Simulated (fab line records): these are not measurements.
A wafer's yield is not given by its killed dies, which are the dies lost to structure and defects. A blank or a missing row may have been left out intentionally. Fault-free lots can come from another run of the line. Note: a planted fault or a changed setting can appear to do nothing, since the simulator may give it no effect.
Which tool was responsible? || flow nand-harc || 6 lots (18 wafers sampled), 1 step of a 1159-step route

## WHAT THE GAUGES SHOWED, per wafer
NHARC_A_SGD_CUT_OVL_MEAS_10.
{"lot": "L638", "measured": "day 14 13:36", "on": "overlay-01", "overlay-x-nm (nm)": "-0.9 -0.2 -0.8"}
{"lot": "L642", "measured": "day 15 02:17", "on": "overlay-01", "overlay-x-nm (nm)": "-1.6 -1.2 -0.9"}
{"lot": "L648", "measured": "day 16 20:38", "on": "overlay-01", "overlay-x-nm (nm)": "-1.0 -0.3 -1.0"}
{"lot": "L649", "measured": "day 17 07:09", "on": "overlay-02", "overlay-x-nm (nm)": "-0.4 -0.4 -0.6"}
{"lot": "L650", "measured": "day 17 23:41", "on": "overlay-01", "overlay-x-nm (nm)": "0.1 0.0 0.2"}
{"lot": "L657", "measured": "day 19 01:38", "on": "overlay-01", "overlay-x-nm (nm)": "0.1 -0.4 0.8"}

## WHICH TOOL RAN EACH LOT (tool, then ch and the chambers of the sampled wafers, then the start)
The record shows no process step preceding these readings.

## THE ANSWER, worked out from the rows above alone
Rule: the lots themselves supply what counts as usual. The widest of any qualifying gaps counts: lots, ordered by their means at a reading, are off when they make up no more than a third of the lots, leave a main group of 4 or more, and stand apart from it by 3 or more times the standard deviation of that group's means. The tables above print the reading to a certain number of digits; a main group whose means all agree to those digits is not used. A lot without any number at a reading at which 4 lots or more have one is off too. The other lots that the step has rows for count as sound.
No lot is off on any of the readings shown, so nothing can be concluded from this.

## WHAT THE SIMULATOR HAD INSERTED
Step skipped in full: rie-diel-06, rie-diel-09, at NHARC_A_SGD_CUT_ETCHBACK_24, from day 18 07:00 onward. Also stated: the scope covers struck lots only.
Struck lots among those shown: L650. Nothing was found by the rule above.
